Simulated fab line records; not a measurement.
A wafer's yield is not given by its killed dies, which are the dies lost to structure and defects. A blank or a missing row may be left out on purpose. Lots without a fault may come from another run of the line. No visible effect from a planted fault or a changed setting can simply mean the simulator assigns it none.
fab line records	flow n5_finfet
[record] lots = 5	wafers = 15	last_day = 17
route steps=1938 shown BEOL_M13@1691
lots untouched by any fault: they come from a run of this same line in which no faults occurred
start_h: the number of hours between the record's first day and the start of the first shown wafer of the lot	wait_h: hours from the lot's prior step to this one	" identical to the entry in the row above	L1.1+2: a row that stands for several wafers	- either no value or no given start	* or withheld: withheld	< > ~ a bound
route shown NAME@n: a module of which the file shows steps, and the number in the route of the first	usual: the fault-free wafers' mean and standard deviation	same: alike in all rows	chamber/n: place in a boat	sites: the reading at each site	_std_site: the values' standard deviation	_edge_site: the outer-site mean with the inner-site mean subtracted	radius_mm: how far each site lies from the wafer's centre	mask NAME#n: copy n	behind: the most recent tool/chamber to have shaped the wafer	hold: why the lot was held/for how many hours/how that ended	device: the n, p or np transistor that did not switch	end of line: the same wafers' tests at the end of the route	step lacking rows: just its recipe	killed: the dies lost at the first sort to structure and to defects; this is not the yield of the wafer	map: a wafer's dies, marking killed ones x, the rest . and places with no die _
set.NAME: the setting as run; set.NAME@STEP: as run at that earlier step	model.NAME: the simulator's own value behind a step, which no gauge read
a table for each step, a row for each wafer; lots at some steps of the route
services: a tool's chamber out of use, with start hour (start_h, from the record's first day; less than 0 if before it), hours out, and reason
[[steps]]
[step N5_BEOL_M13_INSPECT_30]
[recipe] mode = adi	inspect_instrument = macro
[usual] raw_defect_count = 1.9/1.3
lot.wafer	tool	chamber	start_h	wait_h	raw_defect_count
L081.2	defect_inspect-01	-	286.50	0.0	4
L081.4	"	-	"	"	5
L081.5	"	-	"	"	3
L085.1	defect_inspect-01	-	308.29	0.0	1
L085.3	"	-	"	"	0
L085.4	"	-	"	"	2
L086.3	defect_inspect-02	-	313.26	0.0	1
L086.4	"	-	"	"	3
L086.6	"	-	"	"	2
L090.3	defect_inspect-01	-	339.63	0.0	0
L090.4	"	-	"	"	4
L090.5	"	-	"	"	1
L093.2	defect_inspect-02	-	363.21	0.0	0
L093.5	"	-	"	"	2
L093.6	"	-	"	"	3
[step N5_BEOL_M13_DESCUM_33]
[recipe] chemistry = O2	time_s = 7.9	source_power_w = 50	bias_power_w = 20	pressure_mtorr = 20	rf_frequency_hz = 2.712e+07	temp_c = 40	o2_flow_sccm = 225
[usual] drypump_motor_current_A = 5.8/0.48	oes_product_au = 0.77/0.086	rf_vpp_V = 243.7/1.2	showerhead_plenum_p_Torr = 2.12/0.06	throttle_valve_pct = 20.4/0.38
lot.wafer	tool	chamber	start_h	wait_h	drypump_motor_current_A	oes_product_au	rf_hours_counter_h	rf_vpp_V	showerhead_plenum_p_Torr	throttle_valve_pct
L081.2	rie_diel-02	1	286.53	0.0	5.4	0.80	96	243.5	2.09	20.0
L081.4	"	3	"	"	6.5	0.87	61	244.4	2.21	20.3
L081.5	"	2	"	"	6.6	0.86	-	244.2	2.11	19.8
L085.1	rie_diel-03	3	308.32	0.0	5.6	0.82	72	246.0	2.21	20.3
L085.3	"	0	"	"	5.9	0.72	200	242.7	2.08	20.5
L085.4	"	2	"	"	5.1	0.76	140	243.0	2.10	20.7
L086.3	rie_diel-03	0	313.80	0.5	5.9	0.72	202	243.3	2.08	20.5
L086.4	"	3	"	"	5.7	0.83	74	244.1	2.21	20.3
L086.6	"	3	"	"	5.6	0.82	-	245.8	2.21	20.3
L090.3	rie_diel-04	1	339.66	0.0	6.3	0.71	227	242.5	2.15	20.1
L090.4	"	0	"	"	5.6	0.69	223	243.7	2.06	20.9
L090.5	"	1	"	"	6.3	0.71	-	245.8	2.15	20.1
L093.2	rie_diel-02	2	363.24	0.0	6.6	0.83	84	241.6	2.10	19.8
L093.5	"	0	"	"	5.1	0.95	-	242.3	2.05	20.4
L093.6	"	1	"	"	5.4	0.79	-	242.9	2.08	20.0
[step N5_BEOL_M13_ETCH_67]
[recipe] chemistry = CF4	target = SiARC	target_depth_a = 1430	time_s = 238.3	ion_energy_ev = 80	pressure_mtorr = 40	source_w = 545	bias_w = 36	Ar_flow_sccm = 100	cf4_flow_sccm = 100	ends = cleared
[usual] bias_w = 36.00/0.11	drypump_motor_current_A = 5.8/0.48	etch_rf_on_time_s = 239/5.8	oes_product_au = 0.66/0.077	rf_vpp_V = 184.4/1	showerhead_plenum_p_Torr = 2.17/0.056	throttle_valve_pct = 15.6/0.34
lot.wafer	tool	chamber	start_h	wait_h	bias_w	drypump_motor_current_A	etch_rf_on_time_s	oes_product_au	rf_hours_counter_h	rf_vpp_V	showerhead_plenum_p_Torr	throttle_valve_pct
L081.2	rie_diel-02	1	286.57	0.0	36.02	5.4	233	0.70	96	184.0	2.15	15.3
L081.4	"	3	"	"	36.03	6.5	237	0.74	61	186.3	2.25	15.5
L081.5	"	2	"	"	35.90	6.6	240	0.72	-	184.8	2.18	15.1
L085.1	rie_diel-03	3	308.36	0.0	35.81	5.6	238	0.71	72	183.9	2.26	15.3
L085.3	"	0	"	"	36.07	5.9	245	0.63	200	184.0	2.13	15.7
L085.4	"	2	"	"	36.07	5.1	249	0.65	140	183.1	2.14	15.8
L086.3	rie_diel-03	0	313.83	0.0	35.91	5.9	243	0.62	202	185.4	2.13	15.7
L086.4	"	3	"	"	36.02	5.6	233	0.72	74	185.3	2.26	15.4
L086.6	"	3	"	"	35.97	5.6	234	0.72	-	185.8	2.26	15.4
L090.3	rie_diel-04	1	339.69	0.0	36.10	6.3	243	0.60	227	185.0	2.20	15.5
L090.4	"	0	"	"	36.05	5.6	242	0.59	223	182.9	2.12	16.0
L090.5	"	1	"	"	35.93	6.3	244	0.60	-	186.1	2.20	15.5
L093.2	rie_diel-02	2	363.28	0.0	35.99	6.6	239	0.69	84	183.5	2.17	15.2
L093.5	"	0	"	"	36.04	5.1	237	0.82	-	183.8	2.10	15.5
L093.6	"	1	"	"	35.99	5.4	233	0.67	-	182.1	2.14	15.3
[step N5_BEOL_M13_ETCH_68]
[recipe] chemistry = N2/H2	target = SOC	mask_material = SiARC	source_w = 3000	bias_w = 350	temp_c = 40	time_s = 355	ion_energy_ev = 200	pressure_mtorr = 30	n2_flow_sccm = 200	h2_flow_sccm = 200
[usual] bias_w = 350.1/1.1	drypump_motor_current_A = 5.8/0.48	oes_product_au = 0.77/0.084	rf_vpp_V = 524.8/2.2	showerhead_plenum_p_Torr = 2.58/0.075	throttle_valve_pct = 17.74/0.27
lot.wafer	tool	chamber	start_h	wait_h	bias_w	drypump_motor_current_A	oes_product_au	rf_hours_counter_h	rf_vpp_V	showerhead_plenum_p_Torr	throttle_valve_pct
L081.2	rie_diel-02	1	286.72	0.1	352.3	5.4	0.81	96	525.0	2.57	17.46
L081.4	"	3	"	"	352.2	6.6	0.87	61	529.4	2.70	17.67
L081.5	"	2	"	"	349.0	6.6	0.84	-	523.2	2.60	17.51
L085.1	rie_diel-03	3	308.50	0.1	350.9	5.7	0.84	72	527.9	2.68	17.55
L085.3	"	0	"	"	351.6	5.9	0.74	200	524.1	2.53	17.89
L085.4	"	2	"	"	348.4	5.0	0.75	140	524.1	2.53	17.82
L086.3	rie_diel-03	0	313.98	0.1	350.6	5.9	0.73	202	521.6	2.53	17.90
L086.4	"	3	"	"	350.0	5.7	0.83	74	526.8	2.68	17.55
L086.6	"	3	"	"	350.1	5.6	0.83	-	527.7	2.68	17.56
L090.3	rie_diel-04	1	339.84	0.1	350.0	6.3	0.72	228	525.8	2.62	17.55
L090.4	"	0	"	"	348.8	5.6	0.70	223	523.6	2.49	18.03
L090.5	"	1	"	"	350.6	6.3	0.72	-	526.2	2.62	17.56
L093.2	rie_diel-02	2	363.42	0.1	349.4	6.6	0.82	84	522.8	2.58	17.54
L093.5	"	0	"	"	348.8	5.1	0.95	-	520.9	2.49	17.73
L093.6	"	1	"	"	351.7	5.4	0.78	-	524.0	2.55	17.51
[step N5_BEOL_M13_STRIP_69]
[recipe] chemistry = N2/H2	temp_c = 40	n2_flow_sccm = 200	h2_flow_sccm = 200	rf_frequency_hz = 6e+07
lot.wafer	tool	chamber	start_h	wait_h
L081.2+4+5	rie_diel-02	1,3,2	286.93	0.1
L085.1+3+4	rie_diel-03	3,0,2	308.71	0.1
L086.3+4+6	rie_diel-03	0,3,3	314.19	0.1
L090.3+4+5	rie_diel-04	1,0,1	340.05	0.1
L093.2+5+6	rie_diel-02	2,0,1	363.63	0.1
[step N5_BEOL_M13_TRENCH_ETCH_34]
[recipe] chemistry = C4F8/O2/Ar	target = SiOC	target_depth_a = 4134.7	mask_material = SOC	pressure_mtorr = 30	source_w = 3000	bias_w = 700	Ar_flow_sccm = 400	C4F8_flow_sccm = 15	O2_flow_sccm = 8	he_inner_torr = 15	he_outer_torr = 30	time_s = 162.6	ion_energy_ev = 250
[usual] bias_w = 700.1/2	drypump_motor_current_A = 5.8/0.48	oes_product_au = 0.77/0.084	rf_vpp_V = 666.7/2.5	showerhead_plenum_p_Torr = 3.46/0.087	throttle_valve_pct = 24.2/0.4
lot.wafer	tool	chamber	start_h	wait_h	bias_w	drypump_motor_current_A	oes_product_au	rf_hours_counter_h	rf_vpp_V	showerhead_plenum_p_Torr	throttle_valve_pct
L081.2	rie_diel-02	1	286.94	0.0	698.7	5.4	0.81	96	665.4	3.43	23.8
L081.4	"	3	"	"	698.9	6.6	0.86	61	671.3	3.60	24.1
L081.5	"	2	"	"	700.8	6.6	0.84	-	666.6	3.47	23.7
L085.1	rie_diel-03	3	308.72	0.0	698.8	5.6	0.83	72	670.8	3.60	24.1
L085.3	"	0	"	"	700.6	5.9	0.74	200	665.2	3.40	24.3
L085.4	"	2	"	"	704.7	5.0	0.75	141	665.8	3.41	24.3
L086.3	rie_diel-03	0	314.20	0.0	701.0	5.9	0.73	202	663.6	3.40	24.3
L086.4	"	3	"	"	700.7	5.6	0.83	75	669.8	3.60	24.0
L086.6	"	3	"	"	698.9	5.6	0.84	-	672.0	3.60	24.0
L090.3	rie_diel-04	1	340.06	0.0	698.8	6.3	0.71	228	667.9	3.51	23.9
L090.4	"	0	"	"	702.8	5.6	0.69	223	663.7	3.40	24.7
L090.5	"	1	"	"	700.0	6.3	0.71	-	667.2	3.51	23.9
L093.2	rie_diel-02	2	363.64	0.0	700.8	6.6	0.81	84	665.9	3.45	23.7
L093.5	"	0	"	"	701.3	5.1	0.96	-	663.6	3.36	24.3
L093.6	"	1	"	"	698.8	5.4	0.78	-	667.8	3.42	23.8
[step N5_BEOL_M13_STRIP_70]
[recipe] chemistry = C4F8/O2/Ar	resist = SiARC	rf_frequency_hz = 6e+07
lot.wafer	tool	chamber	start_h	wait_h
L081.2+4+5	rie_diel-02	1,3,2	287.07	0.1
L085.1+3+4	rie_diel-03	3,0,2	308.86	0.1
L086.3+4+6	rie_diel-03	0,3,3	314.34	0.1
L090.3+4+5	rie_diel-04	1,0,1	340.20	0.1
L093.2+5+6	rie_diel-02	2,0,1	363.78	0.1
[step N5_BEOL_M13_OCD_MEAS_35]
[usual] trench_depth_nm = 413/4.9
lot.wafer	tool	chamber	start_h	wait_h	trench_depth_nm
L081.2	ocd-02	-	287.11	0.0	419
L081.4	"	-	"	"	418
L081.5	"	-	"	"	415
L085.1	ocd-01	-	308.90	0.0	408
L085.3	"	-	"	"	412
L085.4	"	-	"	"	401
L086.3	ocd-02	-	314.38	0.0	415
L086.4	"	-	"	"	416
L086.6	"	-	"	"	419
L090.3	ocd-02	-	340.24	0.0	412
L090.4	"	-	"	"	409
L090.5	"	-	"	"	411
L093.2	ocd-02	-	363.82	0.0	420
L093.5	"	-	"	"	417
L093.6	"	-	"	"	417
[step N5_BEOL_M13_STRIP_37]
[recipe] chemistry = N2/H2	power_w = 1000	temp_c = 250	h2_frac = 0.65	overash_fraction = 0.3	pressure_mtorr = withheld	n2_flow_sccm = 1750	h2_flow_sccm = 3250
[usual] drypump_motor_current_A = 5.6/0.32	heater_power_w = 352/38	oes_product_au = 0.784/0.01
lot.wafer	tool	chamber	start_h	wait_h	drypump_motor_current_A	heater_power_w	oes_product_au	rf_hours_counter_h
L081.2	plasma_asher-01	0	287.15	0.0	5.2	410	0.799	124
L081.4	"	0	"	"	5.2	405	0.784	-
L081.5	"	1	"	"	6.0	346	0.778	-
L085.1	plasma_asher-01	1	308.94	0.0	6.0	324	0.796	129
L085.3	"	0	"	"	5.2	406	0.783	-
L085.4	"	1	"	"	5.9	340	0.792	-
L086.3	plasma_asher-01	0	314.43	0.1	5.2	423	0.772	-
L086.4	"	1	"	"	6.0	340	0.774	-
L086.6	"	1	"	"	6.0	340	0.792	-
L090.3	plasma_asher-02	0	340.30	0.1	5.4	303	0.787	-
L090.4	"	1	"	"	5.9	350	0.790	-
L090.5	"	1	"	"	5.8	342	0.788	-
L093.2	plasma_asher-02	1	363.86	0.0	5.8	348	0.779	94
L093.5	"	0	"	"	5.4	299	0.796	-
L093.6	"	1	"	"	5.9	357	0.780	-
[step N5_BEOL_M13_ETCH_38]
[recipe] chemistry = CF4/N2	target = SiCN	target_depth_a = 675	taper_deg = 2	time_s = 71.9	ion_energy_ev = 150	mask_material = SiO2	pressure_mtorr = 40	source_w = 430	bias_w = 70	Ar_flow_sccm = 100	cf4_flow_sccm = 60	n2_flow_sccm = 60
[usual] bias_w = 69.99/0.22	drypump_motor_current_A = 5.8/0.46	oes_product_au = 0.77/0.083	rf_vpp_V = 382.7/1.8	showerhead_plenum_p_Torr = 2.22/0.07	throttle_valve_pct = 15.5/0.33
lot.wafer	tool	chamber	start_h	wait_h	bias_w	drypump_motor_current_A	oes_product_au	rf_hours_counter_h	rf_vpp_V	showerhead_plenum_p_Torr	throttle_valve_pct
L081.2	rie_diel-04	3	287.83	-	69.92	5.7	0.96	27	383.1	2.24	14.9
L081.4	"	1	"	"	69.87	6.3	0.70	222	385.0	2.27	15.3
L081.5	"	1	"	"	69.77	6.3	0.70	-	382.8	2.27	15.3
L085.1	rie_diel-03	0	309.07	-	69.93	5.9	0.72	200	382.3	2.19	15.6
L085.3	"	1	"	"	70.01	6.0	0.71	209	380.6	2.09	15.7
L085.4	"	3	"	"	69.71	5.6	0.84	72	385.0	2.33	15.2
L086.3	rie_diel-03	1	315.32	-	69.73	6.0	0.71	211	378.9	2.09	15.7
L086.4	"	0	"	"	70.08	5.9	0.72	203	381.9	2.19	15.6
L086.6	"	0	"	"	70.10	5.9	0.73	-	380.8	2.19	15.6
L090.3	rie_diel-04	1	340.44	-	69.97	6.3	0.70	228	384.7	2.27	15.3
L090.4	"	0	"	"	70.21	5.6	0.69	223	382.3	2.18	15.9
L090.5	"	3	"	"	70.13	5.7	0.93	-	382.8	2.24	14.9
L093.2	rie_diel-04	3	367.09	-	69.59	5.7	0.93	41	383.3	2.24	14.9
L093.5	"	0	"	"	69.79	5.6	0.69	-	381.0	2.18	15.9
L093.6	"	1	"	"	69.96	6.3	0.70	-	382.6	2.27	15.3
[step N5_BEOL_M13_PRECLEAN_39]
[recipe] chemistry = residue_remover	time_s = 60	temp_c = 40
lot.wafer	tool	chamber	start_h	wait_h
L081.2+4+5	wet_bench-05	2,3,0	287.96	0.1
L085.1+3+4	wet_bench-05	5,2,6	309.20	0.1
L086.3+4+6	wet_bench-03	5,3,6	315.45	0.1
L090.3+4+5	wet_bench-03	4,1,0	340.57	0.1
L093.2+5+6	wet_bench-03	5,2,4	367.22	0.1
[step N5_BEOL_M13_SRD_40]
[recipe] time_s = 30	temp_c = 23	rinse_liquid = diw	dry = n2_spin	spin_rpm = 1500	dry_time_s = 30
lot.wafer	tool	chamber	start_h	wait_h
L081.2+4+5	wet_bench-05	2,3,0	287.98	0.0
L085.1+3+4	wet_bench-05	5,2,6	309.22	0.0
L086.3+4+6	wet_bench-03	5,3,6	315.47	0.0
L090.3+4+5	wet_bench-03	4,1,0	340.59	0.0
L093.2+5+6	wet_bench-03	5,2,4	367.23	0.0
[step N5_BEOL_M13_DEGAS_41]
[recipe] ambient = vacuum	temp_c = 250	time_s = 60
[usual] heater_power_w = 321/37
lot.wafer	tool	chamber	start_h	wait_h	heater_power_w
L081.2	pvd_sputter-01	-	288.44	0.4	319
L081.4	"	-	"	"	296
L081.5	"	-	"	"	305
L085.1	pvd_sputter-02	-	309.66	0.4	315
L085.3	"	-	"	"	332
L085.4	"	-	"	"	404
L086.3	pvd_sputter-02	-	315.88	0.4	316
L086.4	"	-	"	"	321
L086.6	"	-	"	"	257
L090.3	pvd_sputter-02	-	341.14	0.5	259
L090.4	"	-	"	"	395
L090.5	"	-	"	"	394
L093.2	pvd_sputter-01	-	369.64	2.4	313
L093.5	"	-	"	"	317
L093.6	"	-	"	"	299
[step N5_BEOL_M13_PRE_CLEAN_42]
[recipe] gas = H2/He	time_s = 30	temp_c = 250
[usual] heater_power_w = 322/38
lot.wafer	tool	chamber	start_h	wait_h	heater_power_w
L081.2	pvd_sputter-01	-	288.48	0.0	327
L081.4	"	-	"	"	295
L081.5	"	-	"	"	304
L085.1	pvd_sputter-02	-	309.70	0.0	322
L085.3	"	-	"	"	335
L085.4	"	-	"	"	394
L086.3	pvd_sputter-02	-	315.92	0.0	318
L086.4	"	-	"	"	319
L086.6	"	-	"	"	259
L090.3	pvd_sputter-02	-	341.18	0.0	256
L090.4	"	-	"	"	395
L090.5	"	-	"	"	399
L093.2	pvd_sputter-01	-	369.68	0.0	328
L093.5	"	-	"	"	324
L093.6	"	-	"	"	302
[step N5_BEOL_M13_SPUTTER_43]
[recipe] material = TaN	target_thk_a = 150	temp_c = 50	bias_v = 168.6	power_w = 15000	chamber_pressure_pa = 0.12	time_s = 24.19
[usual] throttle_valve_pct = 30.1/1.3
lot.wafer	tool	chamber	start_h	wait_h	throttle_valve_pct
L081.2	pvd_sputter-01	-	288.52	0.0	29.7
L081.4	"	-	"	"	30.4
L081.5	"	-	"	"	29.4
L085.1	pvd_sputter-02	-	309.74	0.0	31.2
L085.3	"	-	"	"	28.5
L085.4	"	-	"	"	29.2
L086.3	pvd_sputter-02	-	315.96	0.0	30.8
L086.4	"	-	"	"	28.4
L086.6	"	-	"	"	32.6
L090.3	pvd_sputter-02	-	341.22	0.0	32.4
L090.4	"	-	"	"	29.1
L090.5	"	-	"	"	29.2
L093.2	pvd_sputter-01	-	369.72	0.0	29.8
L093.5	"	-	"	"	29.8
L093.6	"	-	"	"	29.2
[step N5_BEOL_M13_SPUTTER_44]
[recipe] material = Ta	target_thk_a = 100	temp_c = 50	bias_v = 80	power_w = 15000	chamber_pressure_pa = 0.07	time_s = 16.13
[usual] throttle_valve_pct = 30.1/1.4
lot.wafer	tool	chamber	start_h	wait_h	throttle_valve_pct
L081.2	pvd_sputter-01	-	288.60	0.0	29.9
L081.4	"	-	"	"	30.3
L081.5	"	-	"	"	29.1
L085.1	pvd_sputter-02	-	309.82	0.0	31.0
L085.3	"	-	"	"	28.5
L085.4	"	-	"	"	29.1
L086.3	pvd_sputter-02	-	316.04	0.0	31.0
L086.4	"	-	"	"	28.5
L086.6	"	-	"	"	32.6
L090.3	pvd_sputter-02	-	341.30	0.0	32.8
L090.4	"	-	"	"	28.9
L090.5	"	-	"	"	29.2
L093.2	pvd_sputter-01	-	369.80	0.0	29.5
L093.5	"	-	"	"	29.7
L093.6	"	-	"	"	29.2
[step N5_BEOL_M13_SPUTTER_45]
[recipe] material = Cu	target_thk_a = 800	temp_c = -20	bias_v = 60	power_w = 26000	chamber_pressure_pa = 0.13	time_s = 13.33
[usual] chuck_gas_flow_sccm = 1.26/0.051	throttle_valve_pct = 30.1/1.4
lot.wafer	tool	chamber	start_h	wait_h	chuck_gas_flow_sccm	throttle_valve_pct
L081.2	pvd_sputter-01	-	288.68	0.0	1.28	29.7
L081.4	"	-	"	"	1.20	30.2
L081.5	"	-	"	"	1.30	29.2
L085.1	pvd_sputter-02	-	309.90	0.0	1.26	30.9
L085.3	"	-	"	"	1.21	28.6
L085.4	"	-	"	"	1.32	29.2
L086.3	pvd_sputter-02	-	316.12	0.0	1.26	30.8
L086.4	"	-	"	"	1.30	28.7
L086.6	"	-	"	"	1.22	32.8
L090.3	pvd_sputter-02	-	341.38	0.0	1.23	32.8
L090.4	"	-	"	"	1.22	29.1
L090.5	"	-	"	"	1.25	29.1
L093.2	pvd_sputter-01	-	369.88	0.0	1.27	29.6
L093.5	"	-	"	"	1.24	29.6
L093.6	"	-	"	"	1.25	29.3
[step N5_BEOL_M13_ECD_47]
[recipe] material = Cu	target_thk_a = 9360
lot.wafer	tool	chamber	start_h	wait_h
L081.2+4+5	ecd_cu-02	1	288.79	0.1
L085.1+3+4	ecd_cu-01	1,1,0	310.02	0.1
L086.3+4+6	ecd_cu-02	1,0,1	316.28	0.1
L090.3+4+5	ecd_cu-02	0,1,1	343.50	2.1
L093.2+5+6	ecd_cu-02	0,1,0	370.00	0.1
[step N5_BEOL_M13_ANNEAL_48]
[recipe] temp_c = 225	time_s = 90	ambient = N2
[usual] wafer_temp_C_max = 226.0/0.38
lot.wafer	tool	chamber	start_h	wait_h	wafer_temp_C_max
L081.2	rtp_anneal-01	0	289.03	0.2	226.6
L081.4	"	0	"	"	226.4
L081.5	"	0	"	"	226.1
L085.1	rtp_anneal-02	0	310.18	0.1	225.4
L085.3	"	0	"	"	225.3
L085.4	"	0	"	"	225.7
L086.3	rtp_anneal-01	0	316.49	0.2	225.9
L086.4	"	0	"	"	225.7
L086.6	"	0	"	"	226.4
L090.3	rtp_anneal-01	0	349.16	5.6	226.7
L090.4	"	0	"	"	226.5
L090.5	"	0	"	"	226.5
L093.2	rtp_anneal-02	0	370.20	0.2	225.9
L093.5	"	0	"	"	225.7
L093.6	"	0	"	"	225.8
[step N5_BEOL_M13_CMP_49]
[recipe] stop_on = SiOC	t_overpolish_s = 17.1	down_force_psi = 1	platen_rpm = 50	clearing_platen_down_force_psi = 1.5	clearing_platen_rpm = 50	post_cmp_clean = cu_alkaline	target_thk_nm = 420	clearing_platen_pad_velocity_m_s = 0.99484	pad_velocity_m_s = 0.99484
[usual] barrier_field_endpoint_s = 30.5/0.85	motor_current_A = 5.9/0.77	overpolish_run_s = 17.100/0.0089
lot.wafer	tool	chamber	start_h	wait_h	barrier_field_endpoint_s	motor_current_A	overpolish_run_s
L081.4	cmp-04	3	289.28	0.1	30.8	5.1	17.109
L081.2	"	2	"	"	31.0	6.7	17.100
L081.5	"	3	"	"	30.7	4.9	17.092
L085.1	cmp-04	3	310.48	0.3	31.7	5.1	17.111
L085.4	"	0	"	"	31.7	5.0	17.107
L085.3	"	2	"	"	30.9	6.2	17.098
L086.4	cmp-04	2	316.77	0.2	30.2	6.9	17.101
L086.3	"	3	"	"	32.2	4.7	17.088
L086.6	"	0	"	"	31.4	4.7	17.107
L090.3	cmp-04	3	349.58	0.3	30.9	4.7	17.105
L090.4	"	1	"	"	29.3	6.5	17.092
L090.5	"	2	"	"	29.9	7.0	17.074
L093.2	cmp-02	3	370.47	0.2	29.7	5.6	17.090
L093.5	"	3	"	"	29.4	6.0	17.105
L093.6	"	0	"	"	29.2	7.2	17.097
[[services]]
tool	chamber	start_h	hours	kind
rie_diel-04	1	264.02	3.2	repair
cmp-04	-	265.44	5.6	pm
rie_diel-02	1	266.25	1.6	repair
wet_bench-03	-	281.11	0.9	repair
pvd_sputter-01	-	297.03	20.4	repair
rie_diel-04	-	301.12	28.1	pm
cmp-04	-	302.21	1.7	repair
cmp-02	-	303.99	1.4	repair
rie_diel-02	0	307.62	3.9	repair
ecd_cu-02	-	325.32	1.4	repair
rie_diel-02	0	333.52	-	clean
rie_diel-02	0	333.52	-	consumable_replace:focus_ring
rie_diel-02	0	333.52	15.5	scheduled_down
rie_diel-02	0	333.52	15.5	vent_cycle
pvd_sputter-02	-	335.00	4.1	repair
rtp_anneal-02	-	339.43	9.0	pm
cmp-02	-	347.15	3.7	repair
rie_diel-03	3	356.86	1.3	repair
cmp-02	-	363.15	1.5	repair
[[key]]
fault none
